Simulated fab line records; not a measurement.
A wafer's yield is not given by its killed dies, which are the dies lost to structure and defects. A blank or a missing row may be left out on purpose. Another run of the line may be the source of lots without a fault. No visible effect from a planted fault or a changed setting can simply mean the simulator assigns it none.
Chamber matching | flow n5Finfet | aldSin-01 running N5_BEOL_M3_ALD_98: 4 sister chambers
The step deposits SiO2, target thk 2.5 nm, pulse time 1 s, co reactant pulse time 1 s. 8 wafers are shown with their chamber, then 8 later ones without.

== WAFERS PAIRED WITH THEIR CHAMBERS ==
wafer  | chamber | heaterPowerW (W) | precursorPulseHeightRel
L083.3 | 1       | 77               | 1.007
L083.6 | 2       | 80               | 1.012
L088.2 | 3       | 76               | 1.009
L088.4 | 2       | 80               | 0.996
L087.2 | 1       | 79               | 1.047
L087.4 | 3       | 76               | 0.986
L087.6 | 0       | 75               | 0.970
L092.2 | 0       | 74               | 0.986

== WAFERS WHOSE CHAMBER IS MISSING ==
wafer  | heaterPowerW (W) | precursorPulseHeightRel
L092.3 | 77               | 1.009
L092.5 | 77               | 0.999
L093.2 | 76               | 0.982
L093.5 | 77               | 0.980
L093.6 | 75               | 1.031
L095.1 | 82               | 0.977
L095.2 | 79               | 0.991
L095.3 | 72               | 0.999

== WHICH CHAMBER EACH ONE RAN IN ==
wafer  | from the rows above          | in truth
L092.3 | can't be placed: 3 or 1      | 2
L092.5 | can't be placed: 3 or 1      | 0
L093.2 | can't be placed: 3 or 0      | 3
L093.5 | can't be placed: 3 or 1 or 0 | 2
L093.6 | can't be placed: 3 or 0 or 1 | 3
L095.1 | 2                            | 2
L095.2 | can't be placed: 2 or 1      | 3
L095.3 | can't be placed: 0 or 3      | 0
Correct placement for 1 of the 8. Unplaceable from these rows: 7, with the true chamber sitting among the candidates in 3. Wrongly placed: 0.
How it was worked out, from the rows above alone: a wafer's distance from a chamber is the root of the sum, over the readings, of the square of ((its reading less the chamber's mean) divided by the reading's scatter). The wafer belongs to the nearest chamber; if the next one is less than 2 further off, it can't be placed. Each chamber's mean is taken over the wafers shown for it. The scatter: take each reading less its chamber's mean, square it, sum over the shown wafers, divide by the number of wafers less the number of chambers, and take the root.
